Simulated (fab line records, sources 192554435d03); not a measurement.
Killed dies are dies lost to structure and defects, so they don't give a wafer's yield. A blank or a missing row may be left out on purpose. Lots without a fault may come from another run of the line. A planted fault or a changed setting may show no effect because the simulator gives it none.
Chamber matching | flow n5_finfet | N5_BEOL_M4_ALD_84 on ald_metal-01: 4 sister chambers
The step deposits TaN, pulse time 2 s, purge time 3 s, co reactant purge time 2 s. 8 wafers are shown with their chamber, then 10 later ones without.

WAFERS WITH THEIR CHAMBER
wafer  | chamber | heater_power_w (W)
L078.6 | 0       | 347
L079.3 | 3       | 348
L085.1 | 0       | 362
L085.2 | 3       | 360
L085.6 | 2       | 381
L097.3 | 2       | 403
L095.4 | 1       | 382
L095.5 | 1       | 393

WAFERS WITHOUT THEIR CHAMBER
wafer  | heater_power_w (W)
L095.6 | 409
L094.1 | 328
L094.5 | 389
L094.6 | 389
L089.1 | 384
L089.2 | 341
L089.3 | 338
L096.3 | 378
L096.4 | 340
L096.6 | 333

WHICH CHAMBER EACH WENT THROUGH
wafer  | from the rows above               | in truth
L095.6 | can't be placed: 2 or 1           | 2
L094.1 | can't be placed: 3 or 0           | 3
L094.5 | can't be placed: 1 or 2           | 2
L094.6 | can't be placed: 1 or 2           | 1
L089.1 | can't be placed: 1 or 2           | 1
L089.2 | can't be placed: 3 or 0           | 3
L089.3 | can't be placed: 3 or 0           | 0
L096.3 | can't be placed: 1 or 2 or 0 or 3 | 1
L096.4 | can't be placed: 3 or 0           | 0
L096.6 | can't be placed: 3 or 0           | 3
Placed correctly: 0 of 10. Can't be placed from these rows: 10 (the true chamber is among the candidates in 10). Placed wrongly: 0.
How it was worked out, from the rows above alone: a wafer's distance from a chamber is the root of the sum, over the readings, of the square of ((its reading less the chamber's mean) divided by the reading's scatter). The wafer belongs to the nearest chamber; if the next one is less than 2 further off, it can't be placed. A chamber's mean is the mean of its shown wafers. The scatter: the root of (the sum of the squares of (reading less its chamber's mean) over the shown wafers, divided by (wafers less chambers)).
